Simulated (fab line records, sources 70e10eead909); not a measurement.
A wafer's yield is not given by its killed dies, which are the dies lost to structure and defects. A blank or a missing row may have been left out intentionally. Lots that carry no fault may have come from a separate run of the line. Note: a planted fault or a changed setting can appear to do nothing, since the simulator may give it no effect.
Chamber matching :: flow nand-harc :: rie-diel-02 running NHARC_P_BONDPAD_ETCH_37: 4 sister chambers
The step etches the open film in N2/H2, target depth 60 nm, overetch 18 nm, time 65.91 s. 7 wafers are shown with their chamber, then 8 later ones without.

WAFERS, EACH WITH ITS CHAMBER
wafer: L074.1
chamber: 3
rf-vpp-V (V): 433
drypump-motor-current-A (A): 6.0

wafer: L078.2
chamber: 2
rf-vpp-V (V): 434
drypump-motor-current-A (A): 6.1

wafer: L084.6
chamber: 0
rf-vpp-V (V): 426
drypump-motor-current-A (A): 6.0

wafer: L087.2
chamber: 2
rf-vpp-V (V): 435
drypump-motor-current-A (A): 6.1

wafer: L087.4
chamber: 1
rf-vpp-V (V): 434
drypump-motor-current-A (A): 6.0

wafer: L087.5
chamber: 0
rf-vpp-V (V): 427
drypump-motor-current-A (A): 6.0

wafer: L090.2
chamber: 1
rf-vpp-V (V): 435
drypump-motor-current-A (A): 6.1

WAFERS WITHOUT THEIR CHAMBER
wafer: L090.3
rf-vpp-V (V): 434
drypump-motor-current-A (A): 6.1

wafer: L090.6
rf-vpp-V (V): 436
drypump-motor-current-A (A): 6.1

wafer: L095.1
rf-vpp-V (V): 434
drypump-motor-current-A (A): 5.9

wafer: L095.2
rf-vpp-V (V): 435
drypump-motor-current-A (A): 6.1

wafer: L095.3
rf-vpp-V (V): 435
drypump-motor-current-A (A): 6.1

wafer: L097.1
rf-vpp-V (V): 435
drypump-motor-current-A (A): 6.0

wafer: L097.3
rf-vpp-V (V): 434
drypump-motor-current-A (A): 5.9

wafer: L097.5
rf-vpp-V (V): 435
drypump-motor-current-A (A): 6.1

EACH ONE'S CHAMBER
wafer: L090.3
from the rows above: can't be placed: 2 or 1
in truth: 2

wafer: L090.6
from the rows above: can't be placed: 2 or 1
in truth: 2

wafer: L095.1
from the rows above: can't be placed: 3 or 1
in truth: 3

wafer: L095.2
from the rows above: can't be placed: 2 or 1
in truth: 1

wafer: L095.3
from the rows above: can't be placed: 2 or 1
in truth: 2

wafer: L097.1
from the rows above: can't be placed: 1 or 2 or 3
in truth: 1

wafer: L097.3
from the rows above: can't be placed: 3 or 1
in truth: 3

wafer: L097.5
from the rows above: can't be placed: 2 or 1
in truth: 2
Placed correctly: 0 of 8. Can't be placed from these rows: 8 (the true chamber is among the candidates in 8). 0 placed wrongly.
How it was worked out, from the rows above alone: a wafer's distance from a chamber is the root of the sum, over the readings, of the square of ((its reading less the chamber's mean) divided by the reading's scatter). If the next closest chamber is less than 2 further off than the closest, the wafer can't be placed; otherwise it belongs to the closest. The mean given for a chamber averages the wafers shown for that chamber. The scatter is the square root of a quotient: the sum, over the shown wafers, of each reading's squared deviation from its chamber's mean, divided by wafers minus chambers.
